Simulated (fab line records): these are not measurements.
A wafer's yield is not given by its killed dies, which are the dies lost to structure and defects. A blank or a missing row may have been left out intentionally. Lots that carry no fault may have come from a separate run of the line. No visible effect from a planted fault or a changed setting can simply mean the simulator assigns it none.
Chamber matching / flow n5-finfet / N5_HKMG_FIN_NWFM_ALD_20 on ald-metal-02: 4 sister chambers
The step deposits TiAlC, target thk 2 nm, pulse time 3 s, purge time 2 s. 4 wafers are shown with their chamber, then 12 later ones without.

WAFERS, EACH WITH ITS CHAMBER
wafer=L086.3; chamber=0; heater-power-w (W)=517
wafer=L086.4; chamber=2; heater-power-w (W)=532
wafer=L087.4; chamber=1; heater-power-w (W)=512
wafer=L087.6; chamber=3; heater-power-w (W)=474

WAFERS WITH NO CHAMBER GIVEN
wafer=L088.1; heater-power-w (W)=513
wafer=L088.2; heater-power-w (W)=506
wafer=L088.4; heater-power-w (W)=470
wafer=L089.2; heater-power-w (W)=520
wafer=L089.3; heater-power-w (W)=484
wafer=L089.5; heater-power-w (W)=521
wafer=L095.4; heater-power-w (W)=531
wafer=L095.5; heater-power-w (W)=529
wafer=L095.6; heater-power-w (W)=531
wafer=L097.1; heater-power-w (W)=522
wafer=L097.2; heater-power-w (W)=518
wafer=L097.5; heater-power-w (W)=523

EACH ONE'S CHAMBER
wafer=L088.1; from the rows above=can't be placed: 1 or 0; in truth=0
wafer=L088.2; from the rows above=can't be placed: 1 or 0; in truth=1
wafer=L088.4; from the rows above=3; in truth=3
wafer=L089.2; from the rows above=can't be placed: 0 or 1 or 2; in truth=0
wafer=L089.3; from the rows above=3; in truth=3
wafer=L089.5; from the rows above=can't be placed: 0 or 1 or 2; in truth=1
wafer=L095.4; from the rows above=2; in truth=2
wafer=L095.5; from the rows above=can't be placed: 2 or 0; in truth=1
wafer=L095.6; from the rows above=2; in truth=2
wafer=L097.1; from the rows above=can't be placed: 0 or 1 or 2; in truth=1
wafer=L097.2; from the rows above=can't be placed: 0 or 1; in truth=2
wafer=L097.5; from the rows above=can't be placed: 0 or 2 or 1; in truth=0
Placed correctly: 4 of 12. Can't be placed from these rows: 8 (the true chamber is among the candidates in 6). 0 placed wrongly.
How it was worked out, from the rows above alone: a wafer's distance from a chamber is the root of the sum, over the readings, of the square of ((its reading less the chamber's mean) divided by the reading's scatter). If the next closest chamber is less than 2 further off than the closest, the wafer can't be placed; otherwise it belongs to the closest. For every chamber, the mean is computed from those of its wafers that are shown. The scatter: root of mean squared gap, hidden wafer to nearest shown wafer, with one shown wafer a chamber.
